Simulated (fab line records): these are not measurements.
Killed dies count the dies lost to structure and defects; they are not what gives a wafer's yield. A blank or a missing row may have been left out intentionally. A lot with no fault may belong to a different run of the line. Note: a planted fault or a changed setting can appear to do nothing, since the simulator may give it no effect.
Lot-split experiment + flow n5_finfet + 21 wafers read from 7 lots, route of 1938 steps

ON THE SPLIT
At N5_PASSIVATION_ETCH_54 (etches SiO2 in CHF3/O2, target depth 880 nm, time 440 s), the setting source_w was moved away from the recipe's 650 W on 10 of the 21 wafers read, by -14.0% to +15.0%. This setting was run at the recipe's value on the other wafers.

Reading taken at the split's own step.

THE READING
etch.depth_nm (the simulator's own value, which no gauge read), in nm, at N5_PASSIVATION_ETCH_54 (etches SiO2 in CHF3/O2, target depth 880 nm, time 440 s). No usual value for it is given in the file. Average 879.0 nm, standard deviation 8.9 nm, over the 11 wafers here run with the recipe.

| wafer  | tool, chamber at the split | source_w as run, W | against the recipe | etch.depth_nm, nm | against lot-mates on the recipe |
|--------|----------------------------|--------------------|--------------------|-------------------|---------------------------------|
| L074.1 | rie_diel-03, 1             | 650                | recipe             | 871.9             | -                               |
| L074.2 | rie_diel-03, 3             | 570.8              | -12.2%             | 823.9             | -48.0                           |
| L074.3 | rie_diel-03, 0             | 570.8              | -12.2%             | 851.2             | -20.7                           |
| L076.2 | rie_diel-03, 1             | 719.5              | +10.7%             | 900.6             | +12.8                           |
| L076.3 | rie_diel-03, 0             | 719.5              | +10.7%             | 920.2             | +32.4                           |
| L076.6 | rie_diel-03, 0             | 650                | recipe             | 887.8             | -                               |
| L080.1 | rie_diel-04, 2             | 650                | recipe             | 889.2             | -                               |
| L080.3 | rie_diel-04, 3             | 650                | recipe             | 871.1             | -                               |
| L080.6 | rie_diel-04, 0             | 650                | recipe             | 889.5             | -                               |
| L078.4 | rie_diel-04, 3             | 650                | recipe             | 862.5             | -                               |
| L078.5 | rie_diel-04, 3             | 559.1              | -14.0%             | 816.8             | -45.7                           |
| L078.6 | rie_diel-04, 0             | 559.1              | -14.0%             | 840.9             | -21.6                           |
| L084.1 | rie_diel-04, 1             | 650                | recipe             | 880.8             | -                               |
| L084.2 | rie_diel-04, 3             | 747.4              | +15.0%             | 924.3             | +43.5                           |
| L084.4 | rie_diel-04, 0             | 747.4              | +15.0%             | 942.2             | +61.4                           |
| L089.2 | rie_diel-02, 0             | 600.6              | -7.6%              | 867.2             | -19.3                           |
| L089.4 | rie_diel-02, 3             | 650                | recipe             | 886.5             | -                               |
| L089.6 | rie_diel-02, 1             | 600.6              | -7.6%              | 863               | -23.5                           |
| L093.2 | rie_diel-02, 2             | 650                | recipe             | 871               | -                               |
| L093.5 | rie_diel-02, 1             | 650                | recipe             | 884.9             | -                               |
| L093.6 | rie_diel-02, 2             | 650                | recipe             | 873.3             | -                               |

FIT RESULTS
A straight line over all 21 wafers: etch.depth_nm changes by +3.33 nm for each +1% of source_w; r = +0.94; the points scatter about the line by 11 nm.
The same after taking each lot's own level away (the mean of its wafers on the recipe; 21 wafers): +2.82 nm for each +1%; r = +0.93; scatter 9.5 nm.
That fit puts the effect of the largest move of source_w on the reading at 42 nm.
The lots' own levels span 862.50 to 887.80 nm, that is 2.8 times the standard deviation above.
Hence the slope depends on the lot-to-lot level, as the two fits are not the same.
Check: for one of the wafers moved furthest among these (+15.0%), held out of the fit, the line's prediction against its lot-mates is +42.9 nm. It came out at +43.5 nm against them.

THE WHOLE CHAIN: every reading that the file lists as answering this split, in the file's order
| step                   | what it does                                            | reading                                                                       | change (the file's fit)              | r (the file's) |
|------------------------|---------------------------------------------------------|-------------------------------------------------------------------------------|--------------------------------------|----------------|
| N5_PASSIVATION_ETCH_54 | etches SiO2 in CHF3/O2, target depth 880 nm, time 440 s | PASSIVATION.feature_depth_nm (the simulator's own value, which no gauge read) | +2.81 nm for each +1% of the setting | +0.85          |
| N5_PASSIVATION_ETCH_54 | etches SiO2 in CHF3/O2, target depth 880 nm, time 440 s | etch.depth_nm (the simulator's own value, which no gauge read)                | +2.81 nm for each +1% of the setting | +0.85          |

THE FILE'S OWN FIT
etch.depth_nm changes by +2.81 nm for each +1% of source_w, r = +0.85.
